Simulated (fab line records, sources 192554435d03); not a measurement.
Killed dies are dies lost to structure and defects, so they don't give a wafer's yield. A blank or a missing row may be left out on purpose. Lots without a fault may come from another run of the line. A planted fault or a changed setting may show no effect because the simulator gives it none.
Split-lot experiment | flow n5_finfet | 7 lots, 21 wafers read, on a route of 1938 steps

THE SPLIT
At N5_WELL_APT_COAT_19 (resist thk 950 nm), the setting spin_rpm was moved away from the recipe's 1357 rpm on 11 of the 21 wafers read, by -8.1% to +8.0%. The other wafers ran this setting at the recipe's value.

The reading is taken at the split's own step.

THE READING
coat_of_WELL_APT_COAT_19.thk_nm (the simulator's own value, which no gauge read), in nm, at N5_WELL_APT_COAT_19 (resist thk 950 nm). The file gives no usual value for it. The 10 wafers here that ran the recipe average 951.0 nm, standard deviation 3.6 nm.

wafer  | tool, chamber at the split | spin_rpm as run, rpm | against the recipe | coat_of_WELL_APT_COAT_19.thk_nm, nm | against lot-mates on the recipe
L075.3 | litho_track-01, 0          | 1357                 | recipe             | 949.1                               | -
L075.5 | litho_track-01, 0          | 1247                 | -8.1%              | 992.4                               | +43.3
L075.6 | litho_track-01, 0          | 1247                 | -8.1%              | 995.1                               | +46.0
L085.1 | litho_track-04, 0          | 1280                 | -5.7%              | 977.4                               | +29.7
L085.5 | litho_track-04, 0          | 1357                 | recipe             | 947.7                               | -
L085.6 | litho_track-04, 0          | 1280                 | -5.7%              | 978.6                               | +30.9
L088.2 | litho_track-01, 0          | 1400                 | +3.2%              | 933.3                               | no lot-mate on the recipe
L088.4 | litho_track-01, 0          | 1400                 | +3.2%              | 936.1                               | no lot-mate on the recipe
L088.6 | litho_track-01, 0          | 1400                 | +3.2%              | 935.5                               | no lot-mate on the recipe
L089.1 | litho_track-05, 0          | 1315                 | -3.1%              | 967.6                               | +16.0
L089.4 | litho_track-05, 0          | 1315                 | -3.1%              | 964.7                               | +13.1
L089.6 | litho_track-05, 0          | 1357                 | recipe             | 951.6                               | -
L093.1 | litho_track-05, 0          | 1357                 | recipe             | 953                                 | -
L093.3 | litho_track-05, 0          | 1357                 | recipe             | 956                                 | -
L093.6 | litho_track-05, 0          | 1357                 | recipe             | 954.6                               | -
L095.2 | litho_track-04, 0          | 1357                 | recipe             | 951.8                               | -
L095.5 | litho_track-04, 0          | 1357                 | recipe             | 950.3                               | -
L095.6 | litho_track-04, 0          | 1357                 | recipe             | 953.1                               | -
L096.2 | litho_track-04, 0          | 1465                 | +8.0%              | 906.8                               | -35.8
L096.3 | litho_track-04, 0          | 1357                 | recipe             | 942.6                               | -
L096.6 | litho_track-04, 0          | 1465                 | +8.0%              | 904.5                               | -38.1

THE FIT
A straight line over all 21 wafers: coat_of_WELL_APT_COAT_19.thk_nm changes by -5.31 nm for each +1% of spin_rpm; r = -0.99; the points scatter about the line by 3.1 nm.
The same after taking each lot's own level away (the mean of its wafers on the recipe; 18 wafers): -5.07 nm for each +1%; r = -1.00; scatter 2 nm.
On that fit, the largest move of spin_rpm shifts the reading by 41 nm.
The lots' own levels span 942.60 to 954.53 nm, that is 3.3 times the standard deviation above.
So the lot-to-lot level changes the slope little: the two slopes agree.
Check: with one of the wafers moved furthest among these (-8.1%) left out of the fit, the line predicts +41.5 nm for it against its lot-mates. It came out at +43.3 nm against them.

THE FILE'S OWN FIT
coat_of_WELL_APT_COAT_19.thk_nm changes by -5.11 nm for each +1% of spin_rpm, r = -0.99.
